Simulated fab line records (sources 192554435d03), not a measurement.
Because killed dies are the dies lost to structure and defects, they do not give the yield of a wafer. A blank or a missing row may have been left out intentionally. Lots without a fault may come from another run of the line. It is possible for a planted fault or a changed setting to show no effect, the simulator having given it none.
Split-lot study :: flow n5 finfet :: on a route of 1938 steps: 7 lots, 39 wafers read

## SPLIT DETAILS
At N5_BEOL_M5_TRENCH_ETCH_37 (etches SiCOH lowk in C4F6/O2, target depth 71.652 nm, time 24.7 s), the setting time s was moved away from the recipe's 24.7 s on 12 of the 39 wafers read, by -55.3% to -17.5%. The other wafers ran this setting at the recipe's value.

## FROM THE SPLIT TO THE READING: what the file shows between them, 13 steps
- N5_BEOL_M5_ETCH_41: etches SiCN in CH3F/O2, target depth 31.5 nm, time 56.7 s
- N5_BEOL_M5_STRIP_91: strips in N2/H2, time 10 s
- N5_BEOL_M5_OCD_MEAS_38
- N5_BEOL_M5_HM_STRIP_39: strips TiN in peroxide tin strip, target depth 25 nm, time 158 s
- N5_BEOL_M5_SRD_40: time 30 s
- N5_BEOL_M5_ECD_50: material Cu, target thk 300 nm
- N5_BEOL_M5_ANNEAL_51: time 90 s
- N5_BEOL_M5_CMP_52: polishes, stops on SiCOH lowk, t overpolish 6.9 s, target thk 62 nm
- N5_BEOL_M5_THK_MEAS_53: measures by xrf
- N5_BEOL_M5_PRE_CLEAN_77: time 15 s
- N5_BEOL_M5_CO_CAP_78: material Co, precursor CCTBA/H2, target thk 2 nm, time 102.1 s
- N5_BEOL_M5_PRE_CLEAN_55: time 15 s
- N5_BEOL_M5_DEP_56: deposits SiCN from 3MS/NH3, target thk 8 nm, time 14 s

## THE READING
M5_RS in ohm/sq, measured at N5_BEOL_M5_RS_MEAS_57 by four-point-probe. A value of 0.391 ohm/sq with a standard deviation of 0.015 ohm/sq is what fault-free wafers of this fab line usually give.

wafer: L079.1
tool, chamber at the split: rie diel-03, 3
time s as run, s: 24.7
against the recipe: recipe
M5_RS, ohm/sq: 0.419
against lot-mates on the recipe: -

wafer: L079.2
tool, chamber at the split: rie diel-03, 2
time s as run, s: 20.38
against the recipe: -17.5%
M5_RS, ohm/sq: 0.561
against lot-mates on the recipe: +0.155

wafer: L079.3
tool, chamber at the split: rie diel-03, 0
time s as run, s: 24.7
against the recipe: recipe
M5_RS, ohm/sq: 0.392
against lot-mates on the recipe: -

wafer: L079.4
tool, chamber at the split: rie diel-03, 1
time s as run, s: 24.7
against the recipe: recipe
M5_RS, ohm/sq: 0.406
against lot-mates on the recipe: -

wafer: L079.5
tool, chamber at the split: rie diel-03, 1
time s as run, s: 20.38
against the recipe: -17.5%
M5_RS, ohm/sq: 0.540
against lot-mates on the recipe: +0.134

wafer: L079.6
tool, chamber at the split: rie diel-03, 0
time s as run, s: 20.38
against the recipe: -17.5%
M5_RS, ohm/sq: 0.505
against lot-mates on the recipe: +0.099

wafer: L084.1
tool, chamber at the split: rie diel-03, 1
time s as run, s: 11.03
against the recipe: -55.3%
M5_RS, ohm/sq: 1.508
against lot-mates on the recipe: +1.113

wafer: L084.2
tool, chamber at the split: rie diel-03, 3
time s as run, s: 11.03
against the recipe: -55.3%
M5_RS, ohm/sq: 1.499
against lot-mates on the recipe: +1.104

wafer: L084.3
tool, chamber at the split: rie diel-03, 0
time s as run, s: 24.7
against the recipe: recipe
M5_RS, ohm/sq: 0.375
against lot-mates on the recipe: -

wafer: L084.4
tool, chamber at the split: rie diel-03, 2
time s as run, s: 24.7
against the recipe: recipe
M5_RS, ohm/sq: 0.416
against lot-mates on the recipe: -

wafer: L084.5
tool, chamber at the split: rie diel-03, 0
time s as run, s: 24.7
against the recipe: recipe
M5_RS, ohm/sq: 0.394
against lot-mates on the recipe: -

wafer: L084.6
tool, chamber at the split: rie diel-03, 1
time s as run, s: 11.03
against the recipe: -55.3%
M5_RS, ohm/sq: 1.610
against lot-mates on the recipe: +1.215

wafer: L085.1
tool, chamber at the split: rie diel-06, 1
time s as run, s: 24.7
against the recipe: recipe
M5_RS, ohm/sq: 0.398
against lot-mates on the recipe: -

wafer: L085.2
tool, chamber at the split: rie diel-06, 3
time s as run, s: 24.7
against the recipe: recipe
M5_RS, ohm/sq: 0.413
against lot-mates on the recipe: -

wafer: L085.3
tool, chamber at the split: rie diel-06, 2
time s as run, s: 24.7
against the recipe: recipe
M5_RS, ohm/sq: 0.387
against lot-mates on the recipe: -

wafer: L085.4
tool, chamber at the split: rie diel-06, 0
time s as run, s: 24.7
against the recipe: recipe
M5_RS, ohm/sq: 0.389
against lot-mates on the recipe: -

wafer: L085.5
tool, chamber at the split: rie diel-06, 2
time s as run, s: 24.7
against the recipe: recipe
M5_RS, ohm/sq: 0.365
against lot-mates on the recipe: -

wafer: L085.6
tool, chamber at the split: rie diel-06, 1
time s as run, s: 24.7
against the recipe: recipe
M5_RS, ohm/sq: 0.410
against lot-mates on the recipe: -

wafer: L092.1
tool, chamber at the split: rie diel-06, 2
time s as run, s: 17.43
against the recipe: -29.4%
M5_RS, ohm/sq: 0.604
against lot-mates on the recipe: +0.203

wafer: L092.2
tool, chamber at the split: rie diel-06, 1
time s as run, s: 24.7
against the recipe: recipe
M5_RS, ohm/sq: 0.399
against lot-mates on the recipe: -

wafer: L092.3
tool, chamber at the split: rie diel-06, 0
time s as run, s: 17.43
against the recipe: -29.4%
M5_RS, ohm/sq: 0.665
against lot-mates on the recipe: +0.264

wafer: L092.4
tool, chamber at the split: rie diel-06, 3
time s as run, s: 24.7
against the recipe: recipe
M5_RS, ohm/sq: 0.399
against lot-mates on the recipe: -

wafer: L092.5
tool, chamber at the split: rie diel-06, 2
time s as run, s: 17.43
against the recipe: -29.4%
M5_RS, ohm/sq: 0.603
against lot-mates on the recipe: +0.202

wafer: L092.6
tool, chamber at the split: rie diel-06, 3
time s as run, s: 24.7
against the recipe: recipe
M5_RS, ohm/sq: 0.406
against lot-mates on the recipe: -

wafer: L094.1
tool, chamber at the split: rie diel-03, 2
time s as run, s: 16.31
against the recipe: -34.0%
M5_RS, ohm/sq: 0.827
against lot-mates on the recipe: +0.417

wafer: L094.2
tool, chamber at the split: rie diel-03, 1
time s as run, s: 16.31
against the recipe: -34.0%
M5_RS, ohm/sq: 0.793
against lot-mates on the recipe: +0.383

wafer: L094.3
tool, chamber at the split: rie diel-03, 0
time s as run, s: 24.7
against the recipe: recipe
M5_RS, ohm/sq: 0.403
against lot-mates on the recipe: -

wafer: L094.4
tool, chamber at the split: rie diel-03, 3
time s as run, s: 24.7
against the recipe: recipe
M5_RS, ohm/sq: 0.417
against lot-mates on the recipe: -

wafer: L094.5
tool, chamber at the split: rie diel-03, 1
time s as run, s: 24.7
against the recipe: recipe
M5_RS, ohm/sq: 0.411
against lot-mates on the recipe: -

wafer: L094.6
tool, chamber at the split: rie diel-03, 2
time s as run, s: 16.31
against the recipe: -34.0%
M5_RS, ohm/sq: 0.811
against lot-mates on the recipe: +0.401

wafer: L095.1
tool, chamber at the split: rie diel-03, 0
time s as run, s: 24.7
against the recipe: recipe
M5_RS, ohm/sq: 0.391
against lot-mates on the recipe: -

wafer: L095.2
tool, chamber at the split: rie diel-03, 3
time s as run, s: 24.7
against the recipe: recipe
M5_RS, ohm/sq: 0.393
against lot-mates on the recipe: -

wafer: L095.3
tool, chamber at the split: rie diel-03, 1
time s as run, s: 24.7
against the recipe: recipe
M5_RS, ohm/sq: 0.387
against lot-mates on the recipe: -

wafer: L095.4
tool, chamber at the split: rie diel-03, 0
time s as run, s: 24.7
against the recipe: recipe
M5_RS, ohm/sq: 0.389
against lot-mates on the recipe: -

wafer: L095.5
tool, chamber at the split: rie diel-03, 3
time s as run, s: 24.7
against the recipe: recipe
M5_RS, ohm/sq: 0.400
against lot-mates on the recipe: -

wafer: L095.6
tool, chamber at the split: rie diel-03, 1
time s as run, s: 24.7
against the recipe: recipe
M5_RS, ohm/sq: 0.397
against lot-mates on the recipe: -

wafer: L097.1
tool, chamber at the split: rie diel-06, 1
time s as run, s: 24.7
against the recipe: recipe
M5_RS, ohm/sq: 0.401
against lot-mates on the recipe: -

wafer: L097.2
tool, chamber at the split: rie diel-06, 0
time s as run, s: 24.7
against the recipe: recipe
M5_RS, ohm/sq: 0.388
against lot-mates on the recipe: -

wafer: L097.5
tool, chamber at the split: rie diel-06, 0
time s as run, s: 24.7
against the recipe: recipe
M5_RS, ohm/sq: 0.369
against lot-mates on the recipe: -

THE FIT
A straight line over all 39 wafers: M5_RS changes by -0.0167 ohm/sq for each +1% of time s; r = -0.93; the points scatter about the line by 0.11 ohm/sq.
The same after taking each lot's own level away (the mean of its wafers on the recipe; 39 wafers): -0.0166 ohm/sq for each +1%; r = -0.93; scatter 0.12 ohm/sq.
The reading moves by 0.92 ohm/sq for the largest change in time s, on that fit.
The span of the lots' own levels, 0.3860 to 0.4103 ohm/sq, comes to 1.6 times the standard deviation stated above.
Hence the lot-to-lot level has little effect on the slope; both slopes agree.
Check: with one of the wafers moved furthest among these (-55.3%) left out of the fit, the line predicts +0.838 ohm/sq for it against its lot-mates. Against them it came out at +1.11 ohm/sq.

## OTHER SPLITS ON THESE WAFERS
Before the reading, these wafers also passed through other splits. Each is held against what the fit with the lots' levels taken away leaves over:
other split on the same wafers: N5_BEOL_M1_PECVD_72 time s
wafers away from the commonest value: 15
r with M5_RS (lot level and that fit taken away): +0.13

## THE WHOLE CHAIN: every reading that the file lists as answering this split, in the file's order
step: N5_BEOL_M5_TRENCH_ETCH_37
what it does: etches SiCOH lowk in C4F6/O2, target depth 71.652 nm, time 24.7 s
reading: BEOL_M5.feature depth nm (the simulator's own value, which no gauge read)
change (the file's fit): +0.701 nm for each +1% of the setting
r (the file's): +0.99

step: N5_BEOL_M5_TRENCH_ETCH_37
what it does: etches SiCOH lowk in C4F6/O2, target depth 71.652 nm, time 24.7 s
reading: etch.depth nm (the simulator's own value, which no gauge read)
change (the file's fit): +0.702 nm for each +1% of the setting
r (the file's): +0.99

step: N5_BEOL_M5_TRENCH_ETCH_37
what it does: etches SiCOH lowk in C4F6/O2, target depth 71.652 nm, time 24.7 s
reading: TiN_of_BEOL_M5_HM_DEP_02.thk nm (the simulator's own value, which no gauge read)
change (the file's fit): -0.0185 nm for each +1% of the setting
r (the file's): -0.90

step: N5_BEOL_M5_OCD_MEAS_38
what it does: 
reading: trench depth nm
change (the file's fit): +0.699 nm for each +1% of the setting
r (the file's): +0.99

step: N5_BEOL_M5_CMP_52
what it does: polishes, stops on SiCOH lowk, t overpolish 6.9 s, target thk 62 nm
reading: Cu_of_BEOL_M5_ECD_50.thk nm (the simulator's own value, which no gauge read)
change (the file's fit): +0.695 nm for each +1% of the setting
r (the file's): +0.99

step: N5_BEOL_M5_THK_MEAS_53
what it does: measures by xrf
reading: M5_THK
change (the file's fit): +0.719 for each +1% of the setting
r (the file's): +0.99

step: N5_BEOL_M5_RS_MEAS_57
what it does: measures by four-point-probe
reading: M5_RS
change (the file's fit): -0.0159 for each +1% of the setting
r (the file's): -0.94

## THE FILE'S OWN FIT
M5_RS changes by -0.0159 ohm/sq for each +1% of time s, r = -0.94.
